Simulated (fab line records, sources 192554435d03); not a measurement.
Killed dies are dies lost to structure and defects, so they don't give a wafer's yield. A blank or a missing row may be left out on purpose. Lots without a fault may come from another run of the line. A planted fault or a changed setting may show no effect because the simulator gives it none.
Chamber matching | flow n5_finfet | N5_BEOL_M2_ETCHBACK_99 on rie_diel-01: 4 sister chambers
The step etches SiO2 in CHF3, target depth 5 nm, time 10.4 s. 4 wafers are shown with their chamber, then 12 later ones without.

WAFERS WITH THEIR CHAMBER
wafer  | chamber | showerhead_plenum_p_Torr (Torr)
L083.4 | 0       | 2.01
L084.1 | 3       | 2.17
L084.4 | 1       | 2.29
L084.6 | 2       | 2.16

WAFERS WITHOUT THEIR CHAMBER
wafer  | showerhead_plenum_p_Torr (Torr)
L089.2 | 2.28
L089.4 | 2.27
L089.5 | 2.27
L094.2 | 2.28
L094.3 | 2.16
L094.5 | 2.28
L095.1 | 2.15
L095.4 | 2.27
L095.6 | 2.15
L096.1 | 2.27
L096.4 | 2.16
L096.6 | 2.16

WHICH CHAMBER EACH WENT THROUGH
wafer  | from the rows above     | in truth
L089.2 | 1                       | 1
L089.4 | 1                       | 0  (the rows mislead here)
L089.5 | 1                       | 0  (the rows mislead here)
L094.2 | 1                       | 1
L094.3 | can't be placed: 2 or 3 | 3
L094.5 | 1                       | 1
L095.1 | can't be placed: 2 or 3 | 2
L095.4 | 1                       | 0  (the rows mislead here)
L095.6 | can't be placed: 2 or 3 | 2
L096.1 | 1                       | 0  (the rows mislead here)
L096.4 | can't be placed: 2 or 3 | 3
L096.6 | can't be placed: 2 or 3 | 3
Placed correctly: 3 of 12. Can't be placed from these rows: 5 (the true chamber is among the candidates in 5). Placed wrongly: 4.
How it was worked out, from the rows above alone: a wafer's distance from a chamber is the root of the sum, over the readings, of the square of ((its reading less the chamber's mean) divided by the reading's scatter). The wafer belongs to the nearest chamber; if the next one is less than 2 further off, it can't be placed. A chamber's mean is the mean of its shown wafers. The scatter: with one shown wafer a chamber, the root of the mean of the squares of how far each hidden wafer lies from its nearest shown one.
